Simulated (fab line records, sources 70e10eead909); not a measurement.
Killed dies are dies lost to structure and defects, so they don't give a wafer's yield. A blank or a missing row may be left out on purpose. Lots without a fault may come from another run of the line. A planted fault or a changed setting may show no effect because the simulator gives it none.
Chamber matching | flow nand_harc | NHARC_P_M0_CMP_23 on cmp-02: 4 sister chambers
The step polishes, t overpolish 20 s, target thk 117.54 nm. 16 wafers are shown with their chamber, then 8 later ones without.

WAFERS WITH THEIR CHAMBER
wafer  | chamber | motor_current_A (A) | slurry_flow_ml_min | time_to_endpoint_s (s)
L076.2 | 2       | 14.3                | 150.5              | 30.6
L076.3 | 0       | 12.1                | 150.3              | 29.3
L076.4 | 3       | 10.7                | 149.0              | 27.7
L078.1 | 2       | 14.7                | 149.9              | 29.2
L078.2 | 3       | 10.9                | 149.9              | 27.6
L078.3 | 1       | 11.0                | 150.6              | 29.2
L081.2 | 1       | 10.9                | 149.7              | 27.7
L081.3 | 0       | 12.4                | 149.8              | 26.1
L081.5 | 0       | 12.7                | 149.9              | 27.7
L084.2 | 3       | 10.3                | 149.4              | 32.1
L084.4 | 0       | 11.9                | 149.7              | 29.6
L084.6 | 0       | 12.3                | 149.2              | 27.5
L086.3 | 2       | 13.5                | 149.9              | 30.1
L086.4 | 3       | 10.8                | 150.3              | 27.5
L086.6 | 3       | 10.9                | 150.0              | 27.5
L089.1 | 2       | 13.4                | 149.7              | 26.1

SIGNATURES (means of the wafers above)
reading            | chamber 0 | chamber 1 | chamber 2 | chamber 3 | scatter within a chamber
motor_current_A    | 12.280    | 10.950    | 13.975    | 10.720    | 0.388
slurry_flow_ml_min | 149.780   | 150.150   | 150.000   | 149.720   | 0.453
time_to_endpoint_s | 28.040    | 28.450    | 29.000    | 28.480    | 1.78
Rule: a wafer's distance from a chamber is the root of the sum, over the readings, of the square of ((its reading less the chamber's mean) divided by the reading's scatter). The wafer belongs to the nearest chamber; if the next one is less than 2 further off, it can't be placed. The scatter: the root of (the sum of the squares of (reading less its chamber's mean) over the shown wafers, divided by (wafers less chambers)).

WAFERS WITHOUT THEIR CHAMBER
wafer  | motor_current_A (A) | slurry_flow_ml_min | time_to_endpoint_s (s)
L089.2 | 11.5                | 150.1              | 28.8
L089.6 | 11.7                | 150.4              | 29.3
L090.2 | 12.9                | 150.1              | 27.3
L090.3 | 11.3                | 150.1              | 27.5
L090.5 | 13.7                | 149.3              | 27.3
L093.4 | 11.8                | 149.3              | 28.8
L093.5 | 10.5                | 150.0              | 27.9
L093.6 | 12.7                | 149.2              | 27.4

WHICH CHAMBER EACH WENT THROUGH
wafer  | from the rows above          | in truth
L089.2 | can't be placed: 1 or 0 or 3 | 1
L089.6 | can't be placed: 1 or 0 or 3 | 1
L090.2 | can't be placed: 0 or 2      | 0
L090.3 | can't be placed: 1 or 3 or 0 | 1
L090.5 | can't be placed: 2 or 0      | 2
L093.4 | can't be placed: 0 or 1 or 3 | 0
L093.5 | can't be placed: 3 or 1      | 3
L093.6 | 0                            | 0
Placed correctly: 1 of 8. Can't be placed from these rows: 7 (the true chamber is among the candidates in 7). Placed wrongly: 0.
